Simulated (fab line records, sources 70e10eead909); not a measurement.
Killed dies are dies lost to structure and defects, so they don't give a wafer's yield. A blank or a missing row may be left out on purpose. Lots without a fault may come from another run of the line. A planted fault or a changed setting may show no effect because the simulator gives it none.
Which tool did it? | flow nand_harc | 22 lots, 66 wafers sampled, at 6 steps of a route of 1302

WHAT THE GAUGES READ, wafer by wafer
The record holds no reading of a measuring or inspecting step that can be judged against a usual standard deviation.

WHICH TOOL RAN EACH LOT (tool, then ch and the chambers of the sampled wafers, then the start)
lot  | NHARC_A_STAIRCASE_ETCH_190                    | NHARC_A_STAIRCASE_TRIM_193                    | NHARC_A_STAIRCASE_TRIM_229         | NHARC_A_STAIRCASE_ETCH_232                    | NHARC_A_STAIRCASE_ETCH_451         | NHARC_A_STAIRCASE_HM_OPEN_463
L074 | rie_diel-01 ch 0,3, day 15 19:02 or earlier   | rie_diel-01 ch 0,3, day 15 19:02 or earlier   | rie_diel-01 ch 2,3, day 15 19:02   | rie_diel-01 ch 0,2, no start                  | rie_diel-13 ch 2,3, no start       | rie_diel-07 ch 0,1,3, no start
L075 | rie_diel-13 ch 0,2,3, day 16 12:45 or earlier | rie_diel-13 ch 0,1,2, day 16 12:45 or earlier | rie_diel-01 ch 0,1, day 16 12:45   | rie_diel-01 ch 0,1,2, no start                | rie_diel-01 ch 1,2, no start       | rie_diel-13 ch 1,2, no start
L076 | rie_diel-07 ch 0,1,3, day 16 13:04 or earlier | rie_diel-07 ch 0,3, day 16 13:04 or earlier   | rie_diel-07 ch 1,2, day 16 13:04   | rie_diel-07 ch 1,2, no start                  | rie_diel-13 ch 0,1, no start       | rie_diel-13 ch 0,1, no start
L077 | rie_diel-07 ch 0,3, day 17 12:58 or earlier   | rie_diel-07 ch 0,1, day 17 12:58 or earlier   | rie_diel-07 ch 1,3, day 17 12:58   | rie_diel-07 ch 2,3, no start                  | rie_diel-07 ch 0,1, no start       | rie_diel-07 ch 0,3, no start
L078 | rie_diel-07 ch 0,1,2, day 17 13:37 or earlier | rie_diel-07 ch 0,3, day 17 13:37 or earlier   | rie_diel-01 ch 0,2,3, day 17 13:37 | rie_diel-01 ch 0,1,2, no start                | rie_diel-07 ch 1,2, no start       | rie_diel-01 ch 0,1,3, no start
L079 | rie_diel-07 ch 0,3, day 17 23:01 or earlier   | rie_diel-07 ch 0,1,3, day 17 23:01 or earlier | rie_diel-13 ch 1,3, day 17 23:01   | rie_diel-13 ch 1,2, no start                  | rie_diel-13 ch 0,2,3, no start     | rie_diel-13 ch 0,1, no start
L081 | rie_diel-07 ch 0,2,3, day 18 22:44 or earlier | rie_diel-07 ch 1,3, day 18 22:44 or earlier   | rie_diel-07 ch 0,1,3, day 18 22:44 | rie_diel-07 ch 0,1,2, no start                | rie_diel-01 ch 0,1, no start       | rie_diel-13 ch 0,1,2, no start
L080 | rie_diel-13 ch 1,2, day 19 00:48 or earlier   | rie_diel-13 ch 0,1,2, day 19 00:48 or earlier | rie_diel-01 ch 0,1, day 19 00:48   | rie_diel-01 ch 1,2, no start                  | rie_diel-13 ch 1,3, no start       | rie_diel-13 ch 0,2, no start
L082 | rie_diel-01 ch 0,3, day 19 04:25 or earlier   | rie_diel-01 ch 1,2,3, day 19 04:25 or earlier | rie_diel-01 ch 0,1,3, day 19 04:25 | rie_diel-01 ch 0,1, no start                  | rie_diel-07 ch 1,2, no start       | rie_diel-07 ch 0,2,3, no start
L084 | rie_diel-07 ch 0,1,2, day 20 05:34 or earlier | rie_diel-07 ch 0,1,3, day 20 05:34 or earlier | rie_diel-01 ch 0,2,3, day 20 05:34 | rie_diel-01 ch 0,1,2, day 20 15:28 or earlier | rie_diel-13 ch 0,2,3, day 20 15:28 | rie_diel-01 ch 0,1,2, no start
L083 | rie_diel-01 ch 0,1,3, day 20 06:12 or earlier | rie_diel-01 ch 1,3, day 20 06:12 or earlier   | rie_diel-07 ch 0,2, day 20 06:12   | rie_diel-07 ch 1,2,3, no start                | rie_diel-01 ch 0,2,3, no start     | rie_diel-01 ch 0,3, no start
L085 | rie_diel-13 ch 0,1,2, day 20 08:46 or earlier | rie_diel-13 ch 1,2, day 20 08:46 or earlier   | rie_diel-07 ch 0,1,2, day 20 08:46 | rie_diel-07 ch 0,1, no start                  | rie_diel-01 ch 0,1, no start       | rie_diel-01 ch 0,3, no start
L087 | rie_diel-13 ch 0,1, day 21 10:16 or earlier   | rie_diel-13 ch 2,3, day 21 10:16 or earlier   | rie_diel-13 ch 1,2,3, day 21 10:16 | rie_diel-13 ch 1,3, no start                  | rie_diel-13 ch 0,1,2, no start     | rie_diel-07 ch 0,1,3, no start
L088 | rie_diel-13 ch 0,1,3, day 22 16:50 or earlier | rie_diel-13 ch 0,1,3, day 22 16:50 or earlier | rie_diel-01 ch 1,2,3, day 22 16:50 | rie_diel-01 ch 1,2,3, no start                | rie_diel-13 ch 0,1, no start       | rie_diel-01 ch 0,1, no start
L091 | rie_diel-01 ch 2,3, day 22 17:14 or earlier   | rie_diel-01 ch 2,3, day 22 17:14 or earlier   | rie_diel-07 ch 1,2,3, day 22 17:14 | rie_diel-07 ch 1,2, no start                  | rie_diel-13 ch 0,1,2, no start     | rie_diel-13 ch 0,1,3, no start
L090 | rie_diel-07 ch 0,2,3, day 22 17:38 or earlier | rie_diel-07 ch 1,2,3, day 22 17:38 or earlier | rie_diel-07 ch 0,1,3, day 22 17:38 | rie_diel-07 ch 0,1,3, no start                | rie_diel-13 ch 0,1,2, no start     | rie_diel-01 ch 1,2,3, no start
L092 | rie_diel-01 ch 0,1,2, day 23 09:56 or earlier | rie_diel-01 ch 0,1,3, day 23 09:56 or earlier | rie_diel-13 ch 0,2,3, day 23 09:56 | rie_diel-13 ch 2,3, no start                  | rie_diel-01 ch 0,2,3, no start     | rie_diel-13 ch 0,2,3, no start
L093 | rie_diel-07 ch 0,1,3, day 23 21:13 or earlier | rie_diel-07 ch 0,1, day 23 21:13 or earlier   | rie_diel-07 ch 0,1, day 23 21:13   | rie_diel-07 ch 0,1,3, no start                | rie_diel-01 ch 0,2,3, no start     | rie_diel-01 ch 1,2, no start
L094 | rie_diel-13 ch 0,1, day 24 15:13 or earlier   | rie_diel-13 ch 0,2,3, day 24 15:13 or earlier | rie_diel-13 ch 0,1,3, day 24 15:13 | rie_diel-13 ch 1,3, no start                  | rie_diel-07 ch 0,2, no start       | rie_diel-07 ch 2,3, no start
L096 | rie_diel-13 ch 0,1,3, day 25 07:07 or earlier | rie_diel-13 ch 0,1,3, day 25 07:07 or earlier | rie_diel-13 ch 0,2,3, day 25 07:07 | rie_diel-13 ch 0,2,3, no start                | rie_diel-01 ch 0,1, no start       | rie_diel-01 ch 0,1,2, no start
L095 | rie_diel-01 ch 0,1,2, day 25 03:27 or earlier | rie_diel-01 ch 0,1, day 25 03:27 or earlier   | rie_diel-13 ch 0,1,3, day 25 03:27 | rie_diel-13 ch 3, no start                    | rie_diel-01 ch 1,3, no start       | rie_diel-01 ch 2,3, no start
L097 | rie_diel-01 ch 1,2,3, day 25 17:08 or earlier | rie_diel-01 ch 1,2,3, day 25 17:08 or earlier | rie_diel-01 ch 0,1,2, day 25 17:08 | rie_diel-01 ch 0,1,2, no start                | rie_diel-01 ch 0,1,3, no start     | rie_diel-07 ch 0,2,3, no start
- NHARC_A_STAIRCASE_ETCH_190: etches the open film in C4F8/O2, target depth 100 nm, time 40.5 s.
- NHARC_A_STAIRCASE_TRIM_193: chemistry O2, time 211.2 s.
- NHARC_A_STAIRCASE_TRIM_229: chemistry O2, time 211.2 s.
- NHARC_A_STAIRCASE_ETCH_232: etches the open film in C4F8/O2, target depth 100 nm, time 40.5 s.
- NHARC_A_STAIRCASE_ETCH_451: etches the open film in CF4/O2, target depth 30 nm, overetch 3 nm, time 16.5 s.
- NHARC_A_STAIRCASE_HM_OPEN_463: chemistry O2/COS.

WHAT THE TOOLS THEMSELVES READ (means of the sampled wafers that have a number; where no wafer has one, the mark that the record gives instead)
NHARC_A_STAIRCASE_ETCH_190. Usual: oes_product_au 0.945 a.u., standard deviation 0.015; rf_vpp_V 895.0 V, standard deviation 3.
lot  | tool        | oes_product_au (a.u.) | rf_vpp_V (V) | flag
L074 | rie_diel-01 | 0.954                 | 892.7        |
L075 | rie_diel-13 | 0.930                 | 894.9        |
L076 | rie_diel-07 | 0.953                 | 897.8        |
L077 | rie_diel-07 | 0.947                 | 899.4        |
L078 | rie_diel-07 | 0.945                 | 897.5        |
L079 | rie_diel-07 | 0.938                 | 898.9        |
L081 | rie_diel-07 | 0.943                 | 896.1        |
L080 | rie_diel-13 | 0.957                 | 892.6        |
L082 | rie_diel-01 | 0.946                 | 892.7        |
L084 | rie_diel-07 | 0.941                 | 897.2        |
L083 | rie_diel-01 | 0.956                 | 894.2        |
L085 | rie_diel-13 | 0.953                 | 894.1        |
L087 | rie_diel-13 | 0.950                 | 894.5        |
L088 | rie_diel-13 | 0.948                 | 894.4        |
L091 | rie_diel-01 | 0.937                 | 894.7        |
L090 | rie_diel-07 | 0.941                 | 896.0        |
L092 | rie_diel-01 | 0.931                 | 892.5        |
L093 | rie_diel-07 | 0.955                 | 898.6        |
L094 | rie_diel-13 | 0.942                 | 893.9        |
L096 | rie_diel-13 | 0.931                 | 893.2        |
L095 | rie_diel-01 | 0.947                 | 893.7        |
L097 | rie_diel-01 | 0.953                 | 893.6        |

NHARC_A_STAIRCASE_TRIM_193. Usual: drypump_motor_current_A 5.7 A, standard deviation 0.47; oes_product_au 1.003 a.u., standard deviation 0.015; rf_vpp_V 57.6 V, standard deviation 0.89; showerhead_plenum_p_Torr 3.50 Torr, standard deviation 0.08; throttle_valve_pct 17.036 %, standard deviation 0.0089.
lot  | tool        | drypump_motor_current_A (A) | oes_product_au (a.u.) | rf_vpp_V (V) | showerhead_plenum_p_Torr (Torr) | throttle_valve_pct (%) | flag
L074 | rie_diel-01 | 5.8                         | 1.021                 | 57.3         | 3.46                            | 17.038                 |
L075 | rie_diel-13 | 5.6                         | 0.993                 | 57.3         | 3.49                            | 17.045                 |
L076 | rie_diel-07 | 5.4                         | 1.005                 | 58.6         | 3.62                            | 17.035                 |
L077 | rie_diel-07 | 5.8                         | 1.004                 | 57.4         | 3.65                            | 17.035                 |
L078 | rie_diel-07 | 5.2                         | 0.993                 | 57.5         | 3.56                            | 17.035                 |
L079 | rie_diel-07 | 5.6                         | 1.003                 | 57.5         | 3.59                            | 17.038                 |
L081 | rie_diel-07 | 5.4                         | 1.008                 | 58.1         | 3.54                            | 17.035                 |
L080 | rie_diel-13 | 5.7                         | 1.004                 | 57.9         | 3.48                            | 17.036                 |
L082 | rie_diel-01 | 5.2                         | 0.988                 | 58.2         | 3.49                            | 17.038                 |
L084 | rie_diel-07 | 5.6                         | 1.014                 | 57.9         | 3.58                            | 17.037                 |
L083 | rie_diel-01 | 5.1                         | 1.002                 | 57.1         | 3.48                            | 17.032                 |
L085 | rie_diel-13 | 5.8                         | 1.011                 | 57.6         | 3.43                            | 17.040                 |
L087 | rie_diel-13 | 6.1                         | 0.986                 | 58.4         | 3.46                            | 17.030                 |
L088 | rie_diel-13 | 5.8                         | 0.992                 | 57.8         | 3.47                            | 17.033                 |
L091 | rie_diel-01 | 5.3                         | 1.010                 | 57.8         | 3.49                            | 17.042                 |
L090 | rie_diel-07 | 5.8                         | 0.996                 | 57.5         | 3.50                            | 17.036                 |
L092 | rie_diel-01 | 5.6                         | 1.005                 | 58.2         | 3.43                            | 17.028                 |
L093 | rie_diel-07 | 6.0                         | 1.006                 | 57.2         | 3.61                            | 17.037                 |
L094 | rie_diel-13 | 5.8                         | 0.991                 | 57.2         | 3.47                            | 17.031                 |
L096 | rie_diel-13 | 5.8                         | 0.985                 | 57.4         | 3.46                            | 17.033                 |
L095 | rie_diel-01 | 5.8                         | 1.017                 | 57.6         | 3.41                            | 17.036                 |
L097 | rie_diel-01 | 5.2                         | 1.009                 | 57.7         | 3.46                            | 17.032                 |

NHARC_A_STAIRCASE_TRIM_229. Usual: drypump_motor_current_A 5.7 A, standard deviation 0.51; oes_product_au 1.003 a.u., standard deviation 0.015; rf_vpp_V 57.8 V, standard deviation 0.84; showerhead_plenum_p_Torr 3.50 Torr, standard deviation 0.077; throttle_valve_pct 17.038 %, standard deviation 0.009.
lot  | tool        | drypump_motor_current_A (A) | oes_product_au (a.u.) | rf_vpp_V (V) | showerhead_plenum_p_Torr (Torr) | throttle_valve_pct (%) | flag
L074 | rie_diel-01 | 5.4                         | 1.013                 | 57.7         | 3.51                            | 17.037                 |
L075 | rie_diel-01 | 5.8                         | 1.017                 | 57.6         | 3.44                            | 17.034                 |
L076 | rie_diel-07 | 6.3                         | 1.015                 | 57.7         | 3.56                            | 17.039                 |
L077 | rie_diel-07 | 5.9                         | 1.024                 | 57.6         | 3.57                            | 17.039                 |
L078 | rie_diel-01 | 5.7                         | 1.011                 | 58.7         | 3.47                            | 17.039                 |
L079 | rie_diel-13 | 5.9                         | 1.014                 | 58.3         | 3.45                            | 17.033                 |
L081 | rie_diel-07 | 5.6                         | 1.016                 | 58.1         | 3.59                            | 17.040                 |
L080 | rie_diel-01 | 5.8                         | 1.008                 | 57.8         | 3.43                            | 17.035                 |
L082 | rie_diel-01 | 5.6                         | 1.010                 | 58.2         | 3.45                            | 17.046                 |
L084 | rie_diel-01 | 5.7                         | 1.010                 | 56.6         | 3.46                            | 17.038                 |
L083 | rie_diel-07 | 5.7                         | 0.989                 | 57.9         | 3.59                            | 17.037                 |
L085 | rie_diel-07 | 6.0                         | 1.010                 | 58.6         | 3.57                            | 17.037                 |
L087 | rie_diel-13 | 5.9                         | 0.996                 | 56.8         | 3.44                            | 17.032                 |
L088 | rie_diel-01 | 5.2                         | 0.985                 | 57.9         | 3.48                            | 17.045                 |
L091 | rie_diel-07 | 5.8                         | 0.996                 | 57.5         | 3.50                            | 17.031                 |
L090 | rie_diel-07 | 5.6                         | 1.001                 | 58.0         | 3.57                            | 17.045                 |
L092 | rie_diel-13 | 5.9                         | 0.986                 | 58.0         | 3.47                            | 17.035                 |
L093 | rie_diel-07 | 6.1                         | 1.005                 | 57.5         | 3.61                            | 17.031                 |
L094 | rie_diel-13 | 5.7                         | 0.987                 | 57.0         | 3.47                            | 17.044                 |
L096 | rie_diel-13 | 5.8                         | 0.987                 | 58.0         | 3.46                            | 17.036                 |
L095 | rie_diel-13 | 5.8                         | 0.998                 | 57.4         | 3.46                            | 17.038                 |
L097 | rie_diel-01 | 5.4                         | 1.005                 | 57.0         | 3.44                            | 17.041                 |

NHARC_A_STAIRCASE_ETCH_232. Usual: oes_product_au 0.952 a.u., standard deviation 0.019; rf_vpp_V 895 V, standard deviation 3.
lot  | tool        | oes_product_au (a.u.) | rf_vpp_V (V) | flag
L074 | rie_diel-01 | 0.962                 | 893          |
L075 | rie_diel-01 | 0.957                 | 895          |
L076 | rie_diel-07 | 0.961                 | 898          |
L077 | rie_diel-07 | 0.942                 | 894          |
L078 | rie_diel-01 | 0.970                 | 894          |
L079 | rie_diel-13 | 0.942                 | 892          |
L081 | rie_diel-07 | 0.958                 | 897          |
L080 | rie_diel-01 | 0.945                 | 896          |
L082 | rie_diel-01 | 0.972                 | 892          |
L084 | rie_diel-01 | 0.948                 | 894          |
L083 | rie_diel-07 | 0.965                 | 895          |
L085 | rie_diel-07 | 0.964                 | 899          |
L087 | rie_diel-13 | 0.946                 | 893          |
L088 | rie_diel-01 | 0.937                 | 893          |
L091 | rie_diel-07 | 0.932                 | 895          |
L090 | rie_diel-07 | 0.947                 | 898          |
L092 | rie_diel-13 | 0.934                 | 892          |
L093 | rie_diel-07 | 0.945                 | 898          |
L094 | rie_diel-13 | 0.948                 | 892          |
L096 | rie_diel-13 | 0.933                 | 894          |
L095 | rie_diel-13 | 0.907                 | 893          |
L097 | rie_diel-01 | 0.959                 | 893          |

NHARC_A_STAIRCASE_ETCH_451. Usual: drypump_motor_current_A 5.7 A, standard deviation 0.47; oes_ar_750_au 1.000 a.u., standard deviation 0.0043; oes_product_au 1.003 a.u., standard deviation 0.017; rf_vpp_V 197.5 V, standard deviation 0.9; showerhead_plenum_p_Torr 1.314 Torr, standard deviation 0.027; throttle_valve_pct 13.398 %, standard deviation 0.0091.
lot  | tool        | drypump_motor_current_A (A) | oes_ar_750_au (a.u.) | oes_product_au (a.u.) | rf_vpp_V (V) | showerhead_plenum_p_Torr (Torr) | throttle_valve_pct (%) | flag
L074 | rie_diel-13 | 6.1                         | 1.003                | 0.996                 | 197.4        | 1.315                           | 13.401                 |
L075 | rie_diel-01 | 5.1                         | 0.998                | 1.007                 | 198.6        | 1.331                           | 13.401                 |
L076 | rie_diel-13 | 5.5                         | 1.003                | 1.004                 | 197.2        | 1.333                           | 13.392                 |
L077 | rie_diel-07 | 5.7                         | 1.004                | 1.001                 | 198.3        | 1.383                           | 13.393                 |
L078 | rie_diel-07 | 6.2                         | 1.002                | 0.999                 | 198.2        | 1.325                           | 13.399                 |
L079 | rie_diel-13 | 5.8                         | 0.997                | 0.987                 | 197.3        | 1.321                           | 13.408                 |
L081 | rie_diel-01 | 5.3                         | 1.000                | 0.989                 | 196.2        | 1.308                           | 13.405                 |
L080 | rie_diel-13 | 6.0                         | 0.999                | 1.007                 | 196.8        | 1.307                           | 13.397                 |
L082 | rie_diel-07 | 6.2                         | 0.996                | 1.010                 | 197.4        | 1.344                           | 13.397                 |
L084 | rie_diel-13 | 5.8                         | 1.001                | 0.992                 | 197.9        | 1.316                           | 13.396                 |
L083 | rie_diel-01 | 5.7                         | 1.000                | 1.012                 | 197.3        | 1.307                           | 13.399                 |
L085 | rie_diel-01 | 5.8                         | 0.997                | 1.009                 | 197.8        | 1.294                           | 13.403                 |
L087 | rie_diel-13 | 5.7                         | 1.002                | 0.995                 | 197.3        | 1.308                           | 13.401                 |
L088 | rie_diel-13 | 5.6                         | 1.002                | 1.009                 | 196.6        | 1.306                           | 13.390                 |
L091 | rie_diel-13 | 5.7                         | 0.997                | 0.996                 | 197.1        | 1.307                           | 13.405                 |
L090 | rie_diel-13 | 5.7                         | 1.000                | 0.997                 | 197.5        | 1.306                           | 13.401                 |
L092 | rie_diel-01 | 5.7                         | 1.002                | 1.015                 | 197.8        | 1.301                           | 13.386                 |
L093 | rie_diel-01 | 5.7                         | 0.997                | 1.014                 | 197.5        | 1.300                           | 13.405                 |
L094 | rie_diel-07 | 5.8                         | 1.000                | 1.015                 | 198.0        | 1.350                           | 13.391                 |
L096 | rie_diel-01 | 5.8                         | 1.000                | 1.013                 | 196.9        | 1.286                           | 13.397                 |
L095 | rie_diel-01 | 5.3                         | 0.994                | 1.018                 | 196.5        | 1.303                           | 13.400                 |
L097 | rie_diel-01 | 5.6                         | 1.001                | 1.017                 | 197.9        | 1.293                           | 13.396                 |

NHARC_A_STAIRCASE_HM_OPEN_463. Usual: drypump_motor_current_A 5.6 A, standard deviation 0.49; oes_product_au 1.003 a.u., standard deviation 0.018; rf_vpp_V 466.2 V, standard deviation 1.5; showerhead_plenum_p_Torr 3.08 Torr, standard deviation 0.062; throttle_valve_pct 28.331 %, standard deviation 0.0083.
lot  | tool        | drypump_motor_current_A (A) | oes_product_au (a.u.) | rf_vpp_V (V) | showerhead_plenum_p_Torr (Torr) | throttle_valve_pct (%) | flag
L074 | rie_diel-07 | 5.6                         | 1.015                 | 469.1        | 3.18                            | 28.331                 |
L075 | rie_diel-13 | 5.8                         | 1.015                 | 466.5        | 3.04                            | 28.327                 |
L076 | rie_diel-13 | 5.6                         | 1.025                 | 466.5        | 3.08                            | 28.336                 |
L077 | rie_diel-07 | 5.3                         | 1.007                 | 468.8        | 3.20                            | 28.332                 |
L078 | rie_diel-01 | 5.6                         | 1.002                 | 465.6        | 3.06                            | 28.331                 |
L079 | rie_diel-13 | 5.6                         | 1.019                 | 466.9        | 3.07                            | 28.330                 |
L081 | rie_diel-13 | 5.7                         | 1.009                 | 466.7        | 3.07                            | 28.328                 |
L080 | rie_diel-13 | 5.7                         | 0.993                 | 466.2        | 3.07                            | 28.339                 |
L082 | rie_diel-07 | 5.6                         | 0.996                 | 467.3        | 3.12                            | 28.335                 |
L084 | rie_diel-01 | 5.5                         | 1.008                 | 466.0        | 3.06                            | 28.332                 |
L083 | rie_diel-01 | 6.1                         | 1.016                 | 463.9        | 3.02                            | 28.335                 |
L085 | rie_diel-01 | 6.1                         | 1.024                 | 464.6        | 3.02                            | 28.337                 |
L087 | rie_diel-07 | 5.6                         | 1.001                 | 467.5        | 3.16                            | 28.333                 |
L088 | rie_diel-01 | 5.3                         | 0.991                 | 466.1        | 3.04                            | 28.332                 |
L091 | rie_diel-13 | 5.8                         | 0.985                 | 465.5        | 3.07                            | 28.327                 |
L090 | rie_diel-01 | 5.2                         | 0.999                 | 466.0        | 3.07                            | 28.322                 |
L092 | rie_diel-13 | 5.9                         | 0.981                 | 465.4        | 3.07                            | 28.330                 |
L093 | rie_diel-01 | 4.9                         | 0.984                 | 465.7        | 3.08                            | 28.335                 |
L094 | rie_diel-07 | 5.8                         | 0.994                 | 464.7        | 3.04                            | 28.332                 |
L096 | rie_diel-01 | 5.5                         | 0.996                 | 464.4        | 3.04                            | 28.329                 |
L095 | rie_diel-01 | 5.3                         | 1.011                 | 465.9        | 3.07                            | 28.324                 |
L097 | rie_diel-07 | 5.6                         | 0.999                 | 466.4        | 3.10                            | 28.329                 |

THE ANSWER, worked out from the rows above alone
Rule: a lot is off if the mean of its wafers that have a number lies more than 3 standard deviations from the usual mean. A lot without any number at a reading at which 4 lots or more have one is off too. The other lots that the step has rows for count as sound. The gauges are gone through in route order, then the tools' own readings, and for those a lot's mean is taken as printed above. The first step at which some lot is off is used, and at that step the reading that is off furthest; a lot without a number counts as furthest.
No lot is off at any reading shown: from this, nothing can be told.

WHAT THE SIMULATOR HAD PUT IN
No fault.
